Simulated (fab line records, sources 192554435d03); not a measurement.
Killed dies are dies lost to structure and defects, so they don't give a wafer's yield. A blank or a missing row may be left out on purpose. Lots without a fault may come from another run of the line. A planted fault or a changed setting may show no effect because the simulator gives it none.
Split-lot experiment | flow n5_finfet | 7 lots, 21 wafers read, on a route of 1938 steps

THE SPLIT
At N5_BEOL_M7_DESCUM_33 (chemistry O2, time 7 s), the setting time_s was moved away from the recipe's 7 s on 10 of the 21 wafers read, by -13.4% to +20.3%. The other wafers ran this setting at the recipe's value.

The file shows no step between the split and the reading.

THE READING
CAR-EUV_of_BEOL_M7_COAT_22.thk_nm (the simulator's own value, which no gauge read), in nm, at N5_BEOL_M7_ETCH_72 (etches underlayer in N2/H2, target depth 6.5 nm, time 5.2 s). The file gives no usual value for it. The 11 wafers here that ran the recipe average 20.3 nm, standard deviation 0.1 nm.

wafer  | tool, chamber at the split | time_s as run, s | against the recipe | CAR-EUV_of_BEOL_M7_COAT_22.thk_nm, nm | against lot-mates on the recipe
L074.1 | rie_diel-04, 2,3           | 6.063            | -13.4%             | 20.8                                  | +0.6
L074.3 | rie_diel-04, 2,3           | 6.063            | -13.4%             | 20.8                                  | +0.6
L074.2 | rie_diel-04, 0             | 7                | recipe             | 20.2                                  | -
L076.1 | rie_diel-04, 2             | 7                | recipe             | 20.4                                  | -
L076.6 | rie_diel-04, 2             | 7                | recipe             | 20.4                                  | -
L076.5 | rie_diel-04, 3             | 8.036            | +14.8%             | 19.8                                  | -0.6
L080.2 | rie_diel-04, 2,0           | 7                | recipe             | 20.4                                  | -
L080.4 | rie_diel-04, 2             | 7                | recipe             | 20.4                                  | -
L080.5 | rie_diel-04, 2,0           | 7                | recipe             | 20.4                                  | -
L090.2 | rie_diel-03, 1,3,2         | 8.169            | +16.7%             | 19.8                                  | no lot-mate on the recipe
L090.3 | rie_diel-03, 1,3,2         | 8.169            | +16.7%             | 19.8                                  | no lot-mate on the recipe
L090.4 | rie_diel-03, 1,3,2         | 8.169            | +16.7%             | 19.8                                  | no lot-mate on the recipe
L092.1 | rie_diel-04, 1,2           | 8.424            | +20.3%             | 19.8                                  | -0.4
L092.2 | rie_diel-04, 1,2           | 8.424            | +20.3%             | 19.8                                  | -0.4
L092.6 | rie_diel-04, 0             | 7                | recipe             | 20.2                                  | -
L089.2 | rie_diel-02, 3             | 7                | recipe             | 20.2                                  | -
L089.4 | rie_diel-02, 1             | 7                | recipe             | 20.2                                  | -
L089.6 | rie_diel-02, 1             | 7                | recipe             | 20.2                                  | -
L093.2 | rie_diel-02, 3             | 7.815            | +11.6%             | 20                                    | -0.2
L093.3 | rie_diel-02, 2             | 7.815            | +11.6%             | 20                                    | -0.2
L093.6 | rie_diel-02, 0             | 7                | recipe             | 20.2                                  | -
Where a row lists several chambers, the file gives one row for several wafers and doesn't say which wafer went through which chamber.

THE FIT
A straight line over all 21 wafers: CAR-EUV_of_BEOL_M7_COAT_22.thk_nm changes by -0.0298 nm for each +1% of time_s; r = -0.96; the points scatter about the line by 0.09 nm.
The same after taking each lot's own level away (the mean of its wafers on the recipe; 18 wafers): -0.0289 nm for each +1%; r = -0.94; scatter 0.11 nm.
On that fit, the largest move of time_s shifts the reading by 0.59 nm.
The lots' own levels span 20.20 to 20.40 nm, that is 2.0 times the standard deviation above.
So the lot-to-lot level changes the slope little: the two slopes agree.
Check: with one of the wafers moved furthest among these (+20.3%) left out of the fit, the line predicts -0.586 nm for it against its lot-mates. It came out at -0.4 nm against them.

OTHER SPLITS ON THESE WAFERS
These wafers also went through other splits before the reading. Each is held against what the fit with the lots' levels taken away leaves over:
other split on the same wafers    | wafers away from the commonest value | r with CAR-EUV_of_BEOL_M7_COAT_22.thk_nm (lot level and that fit taken away)
N5_BEOL_M2_DESCUM_16 time_s       | 3                                    | -0.07
N5_BEOL_M3_HM_DEP_02 target_thk_a | 5                                    | -0.02
N5_BEOL_M4_TRENCH_ETCH_37 bias_w  | 9                                    | -0.06
N5_BEOL_M5_HM_DEP_02 target_thk_a | 12                                   | -0.29
N5_BEOL_M5_COAT_59 temp_c         | 7                                    | +0.50
N5_BEOL_M5_ETCH_41 source_w       | 8                                    | +0.59
N5_BEOL_M6_TRENCH_ETCH_37 bias_w  | 10                                   | +0.17

THE WHOLE CHAIN: every reading that the file lists as answering this split, in the file's order
step                 | what it does                                                | reading                                                                            | change (the file's fit)                | r (the file's)
N5_BEOL_M7_DESCUM_33 | chemistry O2, time 7 s                                      | CAR-EUV_of_BEOL_M7_COAT_22.thk_nm (the simulator's own value, which no gauge read) | -0.0344 nm for each +1% of the setting | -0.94
N5_BEOL_M7_ETCH_72   | etches underlayer in N2/H2, target depth 6.5 nm, time 5.2 s | CAR-EUV_of_BEOL_M7_COAT_22.thk_nm (the simulator's own value, which no gauge read) | -0.0289 nm for each +1% of the setting | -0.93

THE FILE'S OWN FIT
CAR-EUV_of_BEOL_M7_COAT_22.thk_nm changes by -0.0289 nm for each +1% of time_s, r = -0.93.
